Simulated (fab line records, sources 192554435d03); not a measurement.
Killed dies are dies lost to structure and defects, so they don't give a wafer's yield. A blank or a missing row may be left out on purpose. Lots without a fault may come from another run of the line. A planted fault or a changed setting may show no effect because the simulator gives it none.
Split-lot experiment | flow n5_finfet | 7 lots, 18 wafers read, on a route of 1938 steps

THE SPLIT
At N5_BEOL_M3_SPUTTER_48 (material Cu, target thk 4.5 nm, time 8.29 s), the setting time_s was moved away from the recipe's 8.29 s on 2 of the 18 wafers read, by -13.8% to +14.3%. The other wafers ran this setting at the recipe's value.

The reading is taken at the split's own step.

THE READING
Cu_of_BEOL_M3_SPUTTER_48.thk_nm (the simulator's own value, which no gauge read), in nm, at N5_BEOL_M3_SPUTTER_48 (material Cu, target thk 4.5 nm, time 8.29 s). The file gives no usual value for it. The 16 wafers here that ran the recipe average 4.5 nm, standard deviation 0.12 nm.

wafer  | tool, chamber at the split | time_s as run, s | against the recipe | Cu_of_BEOL_M3_SPUTTER_48.thk_nm, nm | against lot-mates on the recipe
L074.4 | pvd_sputter-02, -          | 8.29             | recipe             | 4.6                                 | -
L074.5 | pvd_sputter-02, -          | 8.29             | recipe             | 4.6                                 | -
L074.6 | pvd_sputter-02, -          | 8.29             | recipe             | 4.6                                 | -
L075.2 | pvd_sputter-02, -          | 8.29             | recipe             | 4.4                                 | -
L075.6 | pvd_sputter-02, -          | 8.29             | recipe             | 4.4                                 | -
L075.3 | pvd_sputter-02, -          | 8.29             | recipe             | 4.2                                 | -
L076.3 | pvd_sputter-03, -          | 8.29             | recipe             | 4.6                                 | -
L076.5 | pvd_sputter-03, -          | 8.29             | recipe             | 4.6                                 | -
L076.6 | pvd_sputter-03, -          | 8.29             | recipe             | 4.6                                 | -
L080.5 | pvd_sputter-01, -          | 8.29             | recipe             | 4.4                                 | -
L085.3 | pvd_sputter-03, -          | 7.147            | -13.8%             | 4                                   | -0.6
L085.4 | pvd_sputter-03, -          | 8.29             | recipe             | 4.6                                 | -
L085.5 | pvd_sputter-03, -          | 8.29             | recipe             | 4.6                                 | -
L086.1 | pvd_sputter-02, -          | 8.29             | recipe             | 4.4                                 | -
L086.2 | pvd_sputter-02, -          | 8.29             | recipe             | 4.6                                 | -
L086.5 | pvd_sputter-02, -          | 8.29             | recipe             | 4.6                                 | -
L097.5 | pvd_sputter-02, -          | 9.476            | +14.3%             | 5                                   | +0.4
L097.6 | pvd_sputter-02, -          | 8.29             | recipe             | 4.6                                 | -

THE FIT
A straight line over all 18 wafers: Cu_of_BEOL_M3_SPUTTER_48.thk_nm changes by +0.0356 nm for each +1% of time_s; r = +0.83; the points scatter about the line by 0.12 nm.
The same after taking each lot's own level away (the mean of its wafers on the recipe; 18 wafers): +0.0355 nm for each +1%; r = +0.93; scatter 0.068 nm.
On that fit, the largest move of time_s shifts the reading by 0.51 nm.
The lots' own levels span 4.33 to 4.60 nm, that is 2.2 times the standard deviation above.
So the lot-to-lot level changes the slope little: the two slopes agree.
Check: with one of the wafers moved furthest among these (+14.3%) left out of the fit, the line predicts +0.623 nm for it against its lot-mates. It came out at +0.4 nm against them.

OTHER SPLITS ON THESE WAFERS
These wafers also went through other splits before the reading. Each is held against what the fit with the lots' levels taken away leaves over:
other split on the same wafers | wafers away from the commonest value | r with Cu_of_BEOL_M3_SPUTTER_48.thk_nm (lot level and that fit taken away)
N5_BEOL_M1_COAT_62 spin_rpm    | 4                                    | +0.28
N5_BEOL_M2_SPUTTER_86 time_s   | 4                                    | +0.02

THE FILE'S OWN FIT
Cu_of_BEOL_M3_SPUTTER_48.thk_nm changes by +0.0366 nm for each +1% of time_s, r = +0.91.
